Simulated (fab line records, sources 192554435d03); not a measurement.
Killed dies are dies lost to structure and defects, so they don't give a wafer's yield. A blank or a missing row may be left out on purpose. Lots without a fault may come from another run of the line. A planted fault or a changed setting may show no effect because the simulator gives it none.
fab line records | flow n5_finfet
record lots=24 wafers=72 last_day=17
route steps=1938 shown BEOL_M0_CUTY@709 BEOL_M0@720
lots that met no fault: from a run of the same line without faults
start_h: hours from the record's first day to the start of the lot's first wafer shown | wait_h: hours since the lot's step before | " the same as in the row above | L1.1+2: a row that stands for several wafers | - no value, or no start given | * or withheld: withheld | < > ~ a bound
route shown NAME@n: a module of which the file shows steps, and the number in the route of the first | usual: mean/standard deviation of fault-free wafers | same: alike in all rows | chamber/n: place in a boat | sites: the reading at each site | _std_site: their standard deviation | _edge_site: outer sites' mean less inner sites' | radius_mm: how far each site lies from the wafer's centre | mask NAME#n: copy n | behind: the tool/chamber that last shaped the wafer | hold: why the lot was held/for how many hours/how that ended | device: the transistor (n, p or np) that didn't switch | end of line: the same wafers' tests at the end of the route | a step without rows: its recipe alone | killed: dies lost to structure and defects at the first sort, not the wafer's yield | map: a wafer's dies, x killed, . not, _ none there
set.NAME: the setting as run; set.NAME@STEP: as run at that earlier step | model.NAME: the simulator's own value behind a step, which no gauge read
steps of the route over a sample of lots; a table a step, a row a wafer
services: from which hour (start_h, from the record's first day; less than 0 if before it) a tool's chamber was out of use, for how many hours, and why
## steps
# step N5_BEOL_M0_CUTY_OVL_MEAS_58
# recipe points_per_wafer=44
# usual M0_ABLK_OVL=-0.2/0.72
# columns lot.wafer tool chamber start_h wait_h M0_ABLK_OVL[nm]
L074.1 overlay-02 0 118.80 0.0 -0.1
L074.4 " 0 " " -0.2
L074.6 " 0 " " -0.4
L075.1 overlay-01 0 121.78 0.0 -0.8
L075.4 " 0 " " -0.7
L075.6 " 0 " " -1.2
L076.2 overlay-01 0 125.58 0.0 -0.8
L076.3 " 0 " " 0.2
L076.4 " 0 " " -0.7
L077.2 overlay-01 0 133.31 0.0 -0.8
L077.3 " 0 " " 0.1
L077.5 " 0 " " -1.0
L078.1 overlay-01 0 136.84 0.0 0.7
L078.2 " 0 " " 0.0
L078.3 " 0 " " -0.3
L079.3 overlay-02 0 142.12 0.0 0.0
L079.4 " 0 " " -0.7
L079.5 " 0 " " -0.5
L080.2 overlay-02 0 147.62 0.0 -0.3
L080.3 " 0 " " -0.4
L080.6 " 0 " " 0.5
L081.2 overlay-02 0 159.15 0.0 -0.5
L081.3 " 0 " " -1.0
L081.4 " 0 " " -0.3
L082.1 overlay-02 0 160.10 0.0 -2.1
L082.4 " 0 " " -1.5
L082.5 " 0 " " -1.6
L083.1 overlay-01 0 167.14 0.0 0.1
L083.5 " 0 " " -0.5
L083.6 " 0 " " 0.8
L084.1 overlay-02 0 174.88 0.0 0.5
L084.2 " 0 " " 0.7
L084.4 " 0 " " 0.2
L085.3 overlay-02 0 191.77 0.0 0.1
L085.4 " 0 " " -0.4
L085.5 " 0 " " -0.3
L086.1 overlay-01 0 192.40 0.0 0.5
L086.2 " 0 " " 1.1
L086.4 " 0 " " 0.8
L087.2 overlay-01 0 201.57 0.0 0.3
L087.4 " 0 " " 0.4
L087.5 " 0 " " 0.1
L088.3 overlay-01 0 205.68 0.0 0.2
L088.4 " 0 " " -0.1
L088.5 " 0 " " -0.3
L089.1 overlay-01 0 209.59 0.0 0.1
L089.2 " 0 " " -0.8
L089.6 " 0 " " -0.2
L090.1 overlay-01 0 214.95 0.0 -1.1
L090.4 " 0 " " -1.0
L090.5 " 0 " " -0.9
L091.3 overlay-02 0 217.89 0.0 0.2
L091.4 " 0 " " -0.6
L091.5 " 0 " " -0.4
L092.1 overlay-02 0 223.51 0.0 0.0
L092.2 " 0 " " 0.4
L092.5 " 0 " " 0.7
L093.3 overlay-02 0 236.90 0.0 0.0
L093.4 " 0 " " 0.2
L093.6 " 0 " " 0.5
L094.1 overlay-01 0 238.97 0.0 0.1
L094.4 " 0 " " 0.1
L094.5 " 0 " " -1.3
L095.1 overlay-02 0 244.78 0.0 1.1
L095.4 " 0 " " 0.3
L095.6 " 0 " " 0.4
L096.3 overlay-01 0 253.81 0.0 0.0
L096.5 " 0 " " 0.6
L096.6 " 0 " " -0.5
L097.1 overlay-01 0 254.75 0.0 -1.5
L097.2 " 0 " " -1.0
L097.5 " 0 " " -1.2
# step N5_BEOL_M0_ETCH_128
# recipe chemistry=CF4/N2 target_depth_a=120 overetch_a=51 target=SiCN time_s=21.4 ion_energy_ev=150 pressure_mtorr=40 source_w=430 bias_w=70 Ar_flow_sccm=100 cf4_flow_sccm=60 n2_flow_sccm=60
# usual drypump_motor_current_A=5.5/0.48 oes_product_au=0.54/0.054 rf_vpp_V=382.2/2.2 showerhead_plenum_p_Torr=2.21/0.084 throttle_valve_pct=15.48/0.21
# columns lot.wafer tool chamber start_h wait_h drypump_motor_current_A oes_product_au rf_hours_counter_h rf_vpp_V showerhead_plenum_p_Torr throttle_valve_pct
L074.1 rie_diel-05 2 120.20 0.5 5.4 0.62 29 386.0 2.33 15.10
L074.4 " 1 " " 5.1 0.63 17 381.6 2.17 15.24
L074.6 " 3 " " 6.4 0.48 - 378.1 2.10 15.50
L075.1 rie_diel-05 1 124.37 0.2 5.1 0.64 18 382.0 2.17 15.24
L075.4 " 2 " " 5.4 0.63 31 385.9 2.33 15.10
L075.6 " 0 " " 5.9 0.53 - 384.3 2.32 15.68
L076.2 rie_diel-05 1 126.40 0.0 5.1 0.62 19 380.7 2.17 15.25
L076.3 " 3 " " 6.4 0.48 217 379.1 2.10 15.52
L076.4 " 2 " " 5.4 0.64 31 385.2 2.33 15.12
L077.2 rie_diel-05 0 135.12 0.5 5.9 0.53 107 384.9 2.32 15.70
L077.3 " 2 " " 5.4 0.61 33 386.2 2.33 15.11
L077.5 " 1 " " 5.1 0.63 - 380.3 2.17 15.26
L078.1 rie_diel-06 2 140.51 0.2 5.3 0.52 169 383.3 2.19 15.59
L078.2 " 0 " " 4.8 0.54 141 381.3 2.13 15.43
L078.3 " 3 " " 4.8 0.48 254 379.3 2.09 15.76
L079.3 rie_diel-05 1 143.97 0.3 5.1 0.62 26 381.4 2.17 15.26
L079.4 " 0 " " 5.9 0.53 110 384.3 2.32 15.71
L079.5 " 2 " " 5.4 0.61 - 386.7 2.32 15.13
L080.2 rie_diel-05 1 148.47 0.1 5.1 0.62 27 380.0 2.17 15.26
L080.3 " 2 " " 5.4 0.62 39 385.0 2.32 15.13
L080.6 " 2 " " 5.4 0.61 - 384.8 2.32 15.14
L081.2 rie_diel-05 1 161.47 0.5 5.1 0.61 31 382.5 2.17 15.26
L081.3 " 0 " " 5.9 0.53 116 383.3 2.32 15.71
L081.4 " 2 " " 5.4 0.61 43 385.0 2.32 15.13
L082.1 rie_diel-06 0 161.72 0.1 4.8 0.52 150 380.3 2.13 15.46
L082.4 " 0 " " 4.8 0.52 - 379.5 2.13 15.45
L082.5 " 2 " " 5.3 0.50 - 382.1 2.19 15.61
L083.1 rie_diel-06 2 168.27 0.4 5.3 0.51 182 380.9 2.19 15.62
L083.5 " 0 " " 4.8 0.54 - 380.4 2.12 15.47
L083.6 " 1 " " 5.6 0.52 - 381.5 2.20 15.79
L084.1 rie_diel-05 1 178.15 0.0 5.1 0.61 39 382.0 2.17 15.28
L084.2 " 3 " " 6.4 0.47 233 379.5 2.09 15.54
L084.4 " 2 " " 5.4 0.60 50 386.6 2.32 15.14
L086.1 rie_diel-05 0 195.41 0.1 5.9 0.52 127 383.4 2.31 15.74
L086.2 " 3 " " 6.4 0.48 239 378.5 2.09 15.54
L086.4 " 2 " " 5.4 0.60 56 385.7 2.32 15.17
L085.3 rie_diel-04 2 195.60 0.1 6.3 0.57 61 381.0 2.16 15.59
L085.4 " 0 " " 5.7 0.46 219 383.5 2.27 15.49
L085.5 " 1 " " 5.8 0.52 - 379.7 2.10 15.32
L087.2 rie_diel-04 1 203.06 0.6 5.8 0.51 186 379.9 2.10 15.31
L087.4 " 3 " " 5.1 0.52 134 382.2 2.21 15.57
L087.5 " 0 " " 5.8 0.47 - 384.6 2.27 15.49
L088.3 rie_diel-05 3 207.23 0.0 6.4 0.47 243 379.3 2.09 15.55
L088.4 " 2 " " 5.4 0.60 60 386.3 2.32 15.19
L088.5 " 2 " " 5.3 0.60 - 384.1 2.32 15.17
L089.1 rie_diel-04 2 213.42 0.2 6.3 0.56 68 381.1 2.16 15.61
L089.2 " 0 " " 5.8 0.47 225 383.4 2.27 15.52
L089.6 " 3 " " 5.1 0.52 - 383.2 2.21 15.59
L090.1 rie_diel-04 2 217.28 0.0 6.3 0.56 69 380.3 2.16 15.59
L090.4 " 0 " " 5.7 0.47 226 383.9 2.27 15.51
L090.5 " 0 " " 5.8 0.47 - 384.1 2.27 15.50
L091.3 rie_diel-04 2 219.30 0.4 6.3 0.57 70 380.6 2.16 15.62
L091.4 " 3 " " 5.1 0.52 139 382.5 2.21 15.59
L091.5 " 3 " " 5.1 0.52 - 381.9 2.21 15.59
L092.1 rie_diel-05 1 224.41 0.2 5.1 0.59 56 380.6 2.16 15.33
L092.2 " 0 " " 5.9 0.51 136 385.6 2.31 15.76
L092.5 " 3 " " 6.4 0.48 - 379.6 2.08 15.58
L093.3 rie_diel-05 1 237.91 0.2 5.1 0.58 62 380.0 2.16 15.33
L093.4 " 1 " " 5.1 0.60 - 381.2 2.16 15.34
L093.6 " 0 " " 5.9 0.50 - 384.4 2.31 15.76
L094.1 rie_diel-06 2 241.89 0.6 5.3 0.48 207 382.4 2.18 15.67
L094.4 " 1 " " 5.6 0.50 209 382.0 2.19 15.83
L094.5 " 2 " " 5.3 0.50 - 381.2 2.18 15.67
L095.1 rie_diel-06 3 245.46 0.0 4.9 0.63 25 387.5 2.34 15.31
L095.4 " 2 " " 5.3 0.49 208 382.9 2.18 15.68
L095.6 " 0 " " 4.8 0.51 - 380.5 2.12 15.52
L096.3 rie_diel-04 2 254.70 0.0 6.3 0.55 83 380.8 2.15 15.64
L096.5 " 3 " " 5.1 0.50 - 381.0 2.21 15.61
L096.6 " 2 " " 6.3 0.56 - 380.9 2.15 15.64
L097.1 rie_diel-06 1 259.58 0.0 5.6 0.48 216 381.9 2.19 15.85
L097.2 " 2 " " 5.3 0.48 214 382.0 2.18 15.67
L097.5 " 0 " " 4.8 0.52 - 379.1 2.11 15.52
# step N5_BEOL_M0_ALD_136
# recipe material=TaN target_thk_a=* temp_c=275 ald_precursor_family=PDMAT ald_co_reactant=NH3 pressure_torr=3 carrier_flow_sccm=1500 pulse_time_s=2 purge_time_s=3 co_reactant_purge_time_s=2 co_reactant_pulse_time_s=3 ald_cycles=30 precursor_vessel_temp_c=75 precursor_vessel_pressure_torr=26.25 precursor_vessel_carrier_sccm=1000
# usual chamber_pressure_Torr=2.999/0.0062 heater_power_outer_w=222/20 heater_power_w=407/37 mfc_carrier_sccm=1500/4.6
# columns lot.wafer tool chamber start_h wait_h chamber_pressure_Torr heater_power_outer_w heater_power_w mfc_carrier_sccm
L074.1 ald_metal-03 0 121.46 0.0 3.004 187 338 1498
L074.4 " 2 " " 2.995 219 406 1503
L074.6 " 2 " " 3.000 222 419 1496
L075.1 ald_metal-02 1 126.06 0.3 2.999 228 382 1505
L075.4 " 3 " " 3.009 239 433 1502
L075.6 " 3 " " 3.004 245 429 1494
L076.2 ald_metal-01 1 127.49 0.1 2.994 255 451 1499
L076.3 " 3 " " 2.992 272 464 1495
L076.4 " 2 " " 2.992 215 383 1497
L077.2 ald_metal-03 2 136.37 0.0 2.995 228 411 1496
L077.3 " 1 " " 3.002 217 395 1507
L077.5 " 2 " " 2.990 219 425 1498
L078.1 ald_metal-01 0 141.45 0.0 2.999 218 412 1501
L078.2 " 3 " " 2.996 269 481 1507
L078.3 " 2 " " 2.998 216 387 1498
L079.3 ald_metal-03 0 144.56 0.0 3.001 195 344 1500
L079.4 " 1 " " 3.000 221 401 1502
L079.5 " 1 " " 2.993 217 401 1499
L080.2 ald_metal-03 0 149.54 0.0 3.010 191 335 1502
L080.3 " 3 " " 2.999 221 406 1498
L080.6 " 1 " " 2.999 216 398 1505
L081.2 ald_metal-03 2 162.64 0.0 3.004 221 421 1508
L081.3 " 0 " " 3.002 194 335 1493
L081.4 " 1 " " 2.988 213 404 1502
L082.1 ald_metal-01 2 162.72 0.0 2.997 217 380 1503
L082.4 " 1 " " 3.005 261 459 1503
L082.5 " 3 " " 2.997 269 474 1506
L083.1 ald_metal-03 1 170.98 0.0 2.988 216 384 1496
L083.5 " 3 " " 3.016 219 404 1502
L083.6 " 0 " " 2.984 192 332 1493
L084.1 ald_metal-01 2 179.33 0.2 2.996 216 390 1500
L084.2 " 1 " " 2.994 262 455 1498
L084.4 " 0 " " 3.003 219 410 1508
L086.1 ald_metal-03 3 196.51 0.0 3.004 218 425 1498
L086.2 " 1 " " 2.994 213 405 1510
L086.4 " 0 " " 2.993 188 345 1502
L085.3 ald_metal-02 1 196.67 0.2 2.992 230 387 1499
L085.4 " 2 " " 3.003 247 437 1494
L085.5 " 3 " " 2.992 249 436 1499
L087.2 ald_metal-02 1 204.39 0.0 3.001 222 385 1499
L087.4 " 3 " " 3.002 245 417 1497
L087.5 " 3 " " 3.004 241 431 1498
L088.3 ald_metal-03 2 208.33 0.0 3.009 225 428 1505
L088.4 " 3 " " 3.004 221 414 1503
L088.5 " 0 " " 3.012 193 337 1507
L089.1 ald_metal-02 3 214.32 0.1 3.003 240 420 1509
L089.2 " 1 " " 3.001 233 378 1499
L089.6 " 3 " " 3.000 248 424 1504
L090.1 ald_metal-03 0 218.10 0.1 3.008 194 334 1495
L090.4 " 3 " " 2.999 214 406 1502
L090.5 " 1 " " 2.992 217 399 1504
L091.3 ald_metal-03 0 220.09 0.0 2.996 192 342 1492
L091.4 " 3 " " 2.983 216 417 1492
L091.5 " 2 " " 2.996 218 415 1494
L092.1 ald_metal-03 1 225.16 0.0 2.996 214 403 1496
L092.2 " 2 " " 2.998 219 430 1492
L092.5 " 3 " " 2.998 210 410 1501
L093.3 ald_metal-03 0 238.63 0.0 2.997 188 337 1489
L093.4 " 2 " " 2.992 224 416 1507
L093.6 " 3 " " 3.003 213 415 1501
L094.1 ald_metal-03 0 244.20 0.0 3.005 191 342 1510
L094.4 " 1 " " 3.001 209 392 1505
L094.5 " 1 " " 2.996 213 395 1498
L095.1 ald_metal-01 2 246.22 0.1 3.005 209 380 1504
L095.4 " 1 " " 3.001 259 470 1504
L095.6 " 0 " " 2.989 221 418 1498
L096.3 ald_metal-03 1 257.75 0.2 2.999 217 416 1501
L096.5 " 2 " " 3.001 224 421 1495
L096.6 " 3 " " 3.002 216 408 1500
L097.1 ald_metal-02 2 260.59 0.1 2.993 244 437 1504
L097.2 " 3 " " 2.994 245 434 1499
L097.5 " 2 " " 2.999 241 439 1501
# step N5_BEOL_M0_SPUTTER_116
# recipe material=Cu target_thk_a=40 temp_c=-20 chamber_pressure_pa=0.07 power_w=withheld time_s=7.37
# usual throttle_valve_pct=29.8/0.96
# columns lot.wafer tool chamber start_h wait_h throttle_valve_pct
L074.1 pvd_sputter-03 - 121.89 0.1 29.1
L074.4 " - " " 28.9
L074.6 " - " " 29.0
L075.1 pvd_sputter-03 - 126.75 0.2 29.3
L075.4 " - " " 28.4
L075.6 " - " " 28.9
L076.2 pvd_sputter-01 - 128.05 0.1 29.8
L076.3 " - " " 29.4
L076.4 " - " " 28.1
L077.2 pvd_sputter-03 - 137.09 0.2 28.9
L077.3 " - " " 31.3
L077.5 " - " " 29.0
L078.1 pvd_sputter-01 - 143.26 1.1 29.8
L078.2 " - " " 27.8
L078.3 " - " " 29.4
L079.3 pvd_sputter-02 - 146.78 1.4 30.2
L079.4 " - " " 29.5
L079.5 " - " " 30.5
L080.2 pvd_sputter-01 - 149.98 0.1 30.2
L080.3 " - " " 28.2
L080.6 " - " " 29.9
L081.2 pvd_sputter-03 - 163.06 0.1 29.3
L081.3 " - " " 29.2
L081.4 " - " " 31.7
L082.1 pvd_sputter-02 - 163.26 0.2 29.9
L082.4 " - " " 29.3
L082.5 " - " " 31.0
L083.1 pvd_sputter-02 - 171.63 0.3 31.2
L083.5 " - " " 29.5
L083.6 " - " " 30.1
L084.1 pvd_sputter-03 - 180.28 0.3 29.4
L084.2 " - " " 29.0
L084.4 " - " " 29.3
L086.1 pvd_sputter-03 - 197.26 0.2 29.1
L086.2 " - " " 28.8
L086.4 " - " " 31.3
L085.3 pvd_sputter-03 - 197.70 0.4 29.0
L085.4 " - " " 29.3
L085.5 " - " " 28.7
L087.2 pvd_sputter-02 - 204.99 0.1 29.8
L087.4 " - " " 29.9
L087.5 " - " " 31.0
L088.3 pvd_sputter-02 - 208.99 0.3 29.8
L088.4 " - " " 31.3
L088.5 " - " " 31.2
L089.1 pvd_sputter-02 - 214.90 0.1 29.1
L089.2 " - " " 29.8
L089.6 " - " " 29.1
L090.1 pvd_sputter-02 - 218.90 0.2 31.2
L090.4 " - " " 30.0
L090.5 " - " " 31.3
L091.3 pvd_sputter-03 - 220.62 0.1 31.6
L091.4 " - " " 28.5
L091.5 " - " " 28.8
L092.1 pvd_sputter-01 - 225.57 0.1 29.4
L092.2 " - " " 29.7
L092.5 " - " " 29.9
L093.3 pvd_sputter-03 - 240.59 1.5 29.3
L093.4 " - " " 28.8
L093.6 " - " " 29.2
L094.1 pvd_sputter-02 - 244.92 0.1 31.6
L094.4 " - " " 29.0
L094.5 " - " " 29.8
L095.1 pvd_sputter-03 - 246.67 0.1 29.0
L095.4 " - " " 28.9
L095.6 " - " " 31.8
L096.3 pvd_sputter-02 - 258.29 0.1 29.1
L096.5 " - " " 30.0
L096.6 " - " " 30.2
L097.1 pvd_sputter-01 - 261.05 0.1 29.6
L097.2 " - " " 27.9
L097.5 " - " " 29.9
# step N5_BEOL_M0_ANNEAL_117
# recipe temp_c=400 time_s=60 ambient=vacuum
# usual heater_power_w=820/66 susceptor_temp_C_max=401.0/0.45
# columns lot.wafer tool chamber start_h wait_h heater_power_w susceptor_temp_C_max
L074.1 pvd_sputter-03 - 121.97 0.0 722 401.0
L074.4 " - " " 756 401.2
L074.6 " - " " 795 401.3
L075.1 pvd_sputter-03 - 126.83 0.0 705 401.1
L075.4 " - " " 726 401.3
L075.6 " - " " 794 401.2
L076.2 pvd_sputter-01 - 128.13 0.0 772 401.6
L076.3 " - " " 790 400.9
L076.4 " - " " 851 400.6
L077.2 pvd_sputter-03 - 137.17 0.0 743 400.8
L077.3 " - " " 843 400.8
L077.5 " - " " 810 401.3
L078.1 pvd_sputter-01 - 143.34 0.0 772 401.3
L078.2 " - " " 858 400.2
L078.3 " - " " 781 400.5
L079.3 pvd_sputter-02 - 146.86 0.0 884 400.1
L079.4 " - " " 863 401.2
L079.5 " - " " 901 400.4
L080.2 pvd_sputter-01 - 150.06 0.0 897 400.5
L080.3 " - " " 846 400.2
L080.6 " - " " 862 400.8
L081.2 pvd_sputter-03 - 163.14 0.0 670 402.0
L081.3 " - " " 801 401.0
L081.4 " - " " 853 400.8
L082.1 pvd_sputter-02 - 163.34 0.0 867 400.8
L082.4 " - " " 810 401.5
L082.5 " - " " 921 400.4
L083.1 pvd_sputter-02 - 171.71 0.0 919 400.7
L083.5 " - " " 808 401.4
L083.6 " - " " 919 400.6
L084.1 pvd_sputter-03 - 180.36 0.0 725 401.3
L084.2 " - " " 765 400.7
L084.4 " - " " 812 401.4
L086.1 pvd_sputter-03 - 197.34 0.0 806 401.8
L086.2 " - " " 751 401.0
L086.4 " - " " 817 400.7
L085.3 pvd_sputter-03 - 197.78 0.0 780 401.0
L085.4 " - " " 698 401.5
L085.5 " - " " 802 401.8
L087.2 pvd_sputter-02 - 205.07 0.0 889 400.4
L087.4 " - " " 862 400.5
L087.5 " - " " 894 401.0
L088.3 pvd_sputter-02 - 209.07 0.0 885 401.0
L088.4 " - " " 902 401.2
L088.5 " - " " 893 400.9
L089.1 pvd_sputter-02 - 214.98 0.0 780 401.5
L089.2 " - " " 883 401.2
L089.6 " - " " 794 401.7
L090.1 pvd_sputter-02 - 218.98 0.0 903 401.1
L090.4 " - " " 876 401.2
L090.5 " - " " 885 401.0
L091.3 pvd_sputter-03 - 220.70 0.0 846 401.0
L091.4 " - " " 758 401.1
L091.5 " - " " 749 401.4
L092.1 pvd_sputter-01 - 225.65 0.0 790 401.1
L092.2 " - " " 749 401.6
L092.5 " - " " 900 401.0
L093.3 pvd_sputter-03 - 240.67 0.0 718 401.0
L093.4 " - " " 799 401.5
L093.6 " - " " 707 401.7
L094.1 pvd_sputter-02 - 245.00 0.0 901 401.1
L094.4 " - " " 797 401.9
L094.5 " - " " 876 401.0
L095.1 pvd_sputter-03 - 246.75 0.0 809 401.4
L095.4 " - " " 739 401.2
L095.6 " - " " 828 400.5
L096.3 pvd_sputter-02 - 258.37 0.0 788 400.8
L096.5 " - " " 858 400.9
L096.6 " - " " 895 400.8
L097.1 pvd_sputter-01 - 261.13 0.0 763 400.6
L097.2 " - " " 846 400.4
L097.5 " - " " 894 400.7
# step N5_BEOL_M0_SPUTTER_132
# recipe material=Cu target_thk_a=40 temp_c=-20 chamber_pressure_pa=0.07 power_w=withheld time_s=7.37
# usual throttle_valve_pct=29.8/0.94
# columns lot.wafer tool chamber start_h wait_h throttle_valve_pct
L074.1 pvd_sputter-03 - 122.01 0.0 29.2
L074.4 " - " " 28.9
L074.6 " - " " 28.9
L075.1 pvd_sputter-03 - 126.87 0.0 29.3
L075.4 " - " " 28.7
L075.6 " - " " 28.9
L076.2 pvd_sputter-01 - 128.17 0.0 30.0
L076.3 " - " " 29.4
L076.4 " - " " 28.0
L077.2 pvd_sputter-03 - 137.21 0.0 28.9
L077.3 " - " " 31.5
L077.5 " - " " 28.9
L078.1 pvd_sputter-01 - 143.38 0.0 29.9
L078.2 " - " " 27.8
L078.3 " - " " 29.5
L079.3 pvd_sputter-02 - 146.90 0.0 29.9
L079.4 " - " " 29.4
L079.5 " - " " 30.4
L080.2 pvd_sputter-01 - 150.10 0.0 30.1
L080.3 " - " " 28.4
L080.6 " - " " 29.9
L081.2 pvd_sputter-03 - 163.18 0.0 29.1
L081.3 " - " " 29.2
L081.4 " - " " 31.6
L082.1 pvd_sputter-02 - 163.38 0.0 29.8
L082.4 " - " " 29.0
L082.5 " - " " 31.2
L083.1 pvd_sputter-02 - 171.75 0.0 30.9
L083.5 " - " " 29.4
L083.6 " - " " 30.3
L084.1 pvd_sputter-03 - 180.40 0.0 29.4
L084.2 " - " " 28.9
L084.4 " - " " 29.0
L086.1 pvd_sputter-03 - 197.38 0.0 29.0
L086.2 " - " " 28.7
L086.4 " - " " 31.4
L085.3 pvd_sputter-03 - 197.82 0.0 28.9
L085.4 " - " " 29.2
L085.5 " - " " 28.8
L087.2 pvd_sputter-02 - 205.11 0.0 29.5
L087.4 " - " " 30.5
L087.5 " - " " 31.1
L088.3 pvd_sputter-02 - 209.11 0.0 29.9
L088.4 " - " " 31.4
L088.5 " - " " 31.1
L089.1 pvd_sputter-02 - 215.02 0.0 29.5
L089.2 " - " " 29.8
L089.6 " - " " 29.5
L090.1 pvd_sputter-02 - 219.02 0.0 31.0
L090.4 " - " " 29.8
L090.5 " - " " 31.1
L091.3 pvd_sputter-03 - 220.74 0.0 31.5
L091.4 " - " " 28.7
L091.5 " - " " 28.6
L092.1 pvd_sputter-01 - 225.69 0.0 29.3
L092.2 " - " " 29.9
L092.5 " - " " 30.2
L093.3 pvd_sputter-03 - 240.71 0.0 29.4
L093.4 " - " " 28.9
L093.6 " - " " 29.2
L094.1 pvd_sputter-02 - 245.04 0.0 31.2
L094.4 " - " " 29.0
L094.5 " - " " 29.7
L095.1 pvd_sputter-03 - 246.79 0.0 29.1
L095.4 " - " " 29.0
L095.6 " - " " 31.8
L096.3 pvd_sputter-02 - 258.41 0.0 29.3
L096.5 " - " " 29.4
L096.6 " - " " 30.3
L097.1 pvd_sputter-01 - 261.17 0.0 29.5
L097.2 " - " " 27.8
L097.5 " - " " 30.6
## services
# columns tool chamber start_h hours kind
pvd_sputter-03 - 101.84 8.9 repair
rie_diel-06 3 149.23 - clean
rie_diel-06 3 149.23 - consumable_replace:focus_ring
rie_diel-06 3 149.23 - consumable_replace:showerhead
pvd_sputter-01 - 157.09 9.9 repair
rie_diel-04 - 164.74 4.3 pm
ald_metal-02 - 169.20 0.7 repair
ald_metal-01 1 202.78 8.2 repair
rie_diel-04 - 212.56 0.5 repair
rie_diel-05 0 213.29 4.7 repair
rie_diel-06 - 216.71 2.8 pm
rie_diel-04 0 224.29 7.6 repair
rie_diel-05 3 226.40 - clean
rie_diel-05 3 226.40 - consumable_replace:focus_ring
rie_diel-05 3 226.40 - consumable_replace:showerhead
rie_diel-05 3 226.40 20.0 scheduled_down
rie_diel-05 3 226.40 20.0 vent_cycle
rie_diel-04 - 228.63 2.8 pm
rie_diel-06 3 258.82 2.4 repair
## key
fault none
